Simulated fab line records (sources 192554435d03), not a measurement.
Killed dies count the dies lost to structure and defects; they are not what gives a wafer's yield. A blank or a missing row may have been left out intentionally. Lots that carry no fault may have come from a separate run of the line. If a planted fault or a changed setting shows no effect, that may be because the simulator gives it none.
What tool caused it? -- flow n5-finfet -- 30 wafers from 10 lots sampled at 2 of the route's 1938 steps

## WHAT EACH GAUGE READ, for each wafer
N5_BEOL_M11_CD_MEAS_18: pitch 140 nm, target cd 70 nm.
lot,measured,on,cd-nm (nm)
L074,day 10 23:27,cd-sem-01,70.1 69.9 69.7
L078,day 11 08:11,cd-sem-03,70.2 70.2 70.5
L080,day 12 05:22,cd-sem-01,70.4 70.1 69.7
L083,day 13 00:03,cd-sem-03,69.4 69.7 69.1
L085,day 13 11:55,cd-sem-03,70.2 69.5 69.4
L089,day 14 05:02,cd-sem-01,70.0 70.2 69.5
L090,day 14 07:45,cd-sem-01,69.1 69.9 70.0
L091,day 15 00:50,cd-sem-03,69.3 69.6 69.8
L093,day 15 11:32,cd-sem-02,68.7 68.6 69.4
L096,day 15 19:47,cd-sem-01,69.7 69.6 70.1

## EACH LOT AND THE TOOL THAT RAN IT (in order: tool; ch and the chambers of the sampled wafers; start)
lot,N5_BEOL_M11_PECVD_70
L074,"pecvd-04 ch 1,2, day 10 21:04"
L078,"pecvd-01 ch 0,1,2, day 11 06:37"
L080,"pecvd-01 ch 1,2, day 12 00:43"
L083,"pecvd-01 ch 1,2, day 12 22:01"
L085,"pecvd-04 ch 0,2, day 13 09:00"
L089,"pecvd-03 ch 1,2, day 14 02:29"
L090,"pecvd-01 ch 0,1,2, day 14 05:37"
L091,"pecvd-01 ch 0,1,2, day 14 22:54"
L093,"pecvd-04 ch 0,1,2, day 15 09:59"
L096,"pecvd-01 ch 1,2, day 15 17:55"
- N5_BEOL_M11_PECVD_70: deposits SiO2 from TEOS/O2, target thk 20 nm, time 22.7 s.

## THE ANSWER, worked out from the rows above alone
Rule: usual is defined by the lots themselves. The widest of any qualifying gaps counts: lots, ordered by their means at a reading, are off when they make up no more than a third of the lots, leave a main group of 4 or more, and stand apart from it by 3 or more times the standard deviation of that group's means. If all means in a main group match to the digits the tables above print for the reading, that group is not used. Also off: a lot with no number at a reading for which 4 or more lots have one. The other lots that the step has rows for count as sound.
Across all readings shown, no lot is off: no conclusion can be drawn from this.

## WHAT THE SIMULATOR HAD INSERTED
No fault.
